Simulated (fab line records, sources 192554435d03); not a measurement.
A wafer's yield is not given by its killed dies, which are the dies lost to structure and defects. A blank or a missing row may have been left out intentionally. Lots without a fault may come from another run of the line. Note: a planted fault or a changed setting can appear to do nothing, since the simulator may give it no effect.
A lot that was struck, set against a sound lot	flow n5_finfet	15 steps out of a route of 1938
Sound: the wafers L770.1, L770.2, L770.3. The struck wafers were L763.4, L763.5, L763.6. The cause comes at the end.
For every step that has rows: the tool of each side, followed by ch and its chambers, followed by its first start. Under that, the readings that differ: sound wafers	struck wafers	difference of the means	sigmas: that difference in standard deviations of wafers without a fault.
alike: same words and numbers on both sides, and readings whose means sit less than 2 such deviations apart. not compared: any withheld reading, any reading some wafer has no value for, any bound like >300 that may hide the same value, and any number with overlapping values for which the record gives no deviation.
The two part at a step that has a row with sigmas, a row that says differs or no value, or rows on one side only. Numbers that don't overlap but have no deviation are shown without sigmas and don't part them. Lack of a reading on every wafer of one side parts them only where that side has two or more wafers.

first, 1 step without rows for these wafers: N5_BEOL_M6_DEVELOP_27 (develop time 30 s).
N5_BEOL_M6_CD_MEAS_28: the cd target is 40 nm.
  sound on cd_sem-02 ch 0, day 14 05:23; struck on cd_sem-01 ch 0, day 12 10:14
  alike: cd_nm
N5_BEOL_M6_OVL_MEAS_29:
  sound on overlay-02 ch 0, day 14 05:27; struck on overlay-02 ch 0, day 12 10:17
  alike: V5_OVL
N5_BEOL_M6_INSPECT_30: inspects for defects (brightfield).
  struck on defect_inspect-01, day 12 10:19; sound on defect_inspect-01, day 14 05:31
  alike: raw_defect_count
then, 1 step without rows for these wafers: N5_BEOL_M6_DESCUM_33 (chemistry O2, time 7 s).
N5_BEOL_M6_ETCH_72: etches underlayer in N2/H2, target depth 6.5 nm, time 5.2 s.
  sound on rie_diel-02 ch 0,1,3, day 14 05:38; struck on rie_diel-06 ch 1,2, day 12 10:52
  alike: drypump_motor_current_A, etch_rf_on_time_s, oes_product_au, rf_vpp_V, showerhead_plenum_p_Torr, throttle_valve_pct
  not compared: rf_hours_counter_h
N5_BEOL_M6_ETCH_65: etches SiARC in CF4, target depth 15.6 nm, time 26 s.
  sound on rie_diel-02 ch 0,1,3, day 14 05:40; struck on rie_diel-06 ch 1,2, day 12 10:53
reading	sound	struck	difference	sigmas
throttle_valve_pct (%)	15.76 15.89 15.62	15.10 15.42 15.10	-0.55	-2
  alike: drypump_motor_current_A, etch_rf_on_time_s, oes_product_au, rf_vpp_V, showerhead_plenum_p_Torr
  not compared: rf_hours_counter_h
N5_BEOL_M6_ETCH_66: etches SOC in N2/H2, target depth 80 nm, overetch 16 nm, time 120 s.
  sound on rie_diel-02 ch 0,1,3, day 14 05:41; struck on rie_diel-06 ch 1,2, day 12 10:55
  alike: drypump_motor_current_A, oes_product_au, rf_vpp_V, showerhead_plenum_p_Torr, throttle_valve_pct
  not compared: rf_hours_counter_h
then, 2 steps without rows for these wafers: N5_BEOL_M6_STRIP_69 (strips in N2/H2); N5_BEOL_M6_STRIP_73 (strips in N2/H2).
N5_BEOL_M6_VIA_ETCH_34: etches SiCOH lowk in C4F6/O2, target depth 126.3 nm, time 50.9 s.
  sound on rie_diel-02 ch 0,1,3, day 14 05:47; struck on rie_diel-06 ch 1,2, day 12 11:01
reading	sound	struck	difference	sigmas
throttle_valve_pct (%)	21.02 21.26 21.06	20.47 20.71 20.45	-0.57	-2
  alike: drypump_motor_current_A, oes_product_au, rf_vpp_V, showerhead_plenum_p_Torr
  not compared: rf_hours_counter_h
then, 1 step without rows for these wafers: N5_BEOL_M6_STRIP_76 (strips in C4F6/O2).
N5_BEOL_M6_STRIP_36: strips in N2/H2.
  sound on rie_diel-02 ch 0,1,3, day 14 05:50; struck on rie_diel-06 ch 1,2, day 12 11:04
reading	sound	struck	difference	sigmas
h2_flow_sccm (sccm)	200.4 200.1 200.7	220.7 220.3 220.8	+20.2	+34
throttle_valve_pct (%)	23.9 24.2 23.9	25.0 24.6 25.0	+0.9	+3
  alike: drypump_motor_current_A, oes_product_au, rf_vpp_V, showerhead_plenum_p_Torr
  not compared: rf_hours_counter_h
N5_BEOL_M6_TRENCH_ETCH_37: etches SiCOH lowk in C4F6/O2, target depth 94.435 nm, time 31.5 s.
  sound on rie_diel-02 ch 0,1,3; struck on rie_diel-06 ch 1,2
reading	sound	struck	difference	sigmas
throttle_valve_pct (%)	21.07 21.32 21.11	20.49 20.74 20.48	-0.60	-2
  alike: drypump_motor_current_A, oes_product_au, rf_vpp_V, showerhead_plenum_p_Torr
  not compared: rf_hours_counter_h
-- a jump in the record: the struck wafers' starts before and after are 4 days apart (it breaks off in module BEOL_M6 and resumes in module PASSIVATION, where the first step shown is number 1936 of the route) --
N5_PASSIVATION_PROBE_49:
  struck on prober-01, day 16 05:46; sound on prober-02, day 18 04:08
  alike: defect_limited_yield, killed_at_M0_to_M3, killed_at_M4_up, killed_at_contacts, killed_at_front_end, killed_at_other, killed_dies, killed_open, killed_short, sort_bin_4_leakage, sort_bin_5_function, sort_bin_6_memory, sort_n_pass, sort_yield_pct

WHERE THEY PART
Earliest at N5_BEOL_M6_ETCH_65; latest, in this record, at N5_BEOL_M6_TRENCH_ETCH_37. Later steps at which nothing parts them and some readings are alike: N5_PASSIVATION_PROBE_49.

WHY: what had been put in by the simulator
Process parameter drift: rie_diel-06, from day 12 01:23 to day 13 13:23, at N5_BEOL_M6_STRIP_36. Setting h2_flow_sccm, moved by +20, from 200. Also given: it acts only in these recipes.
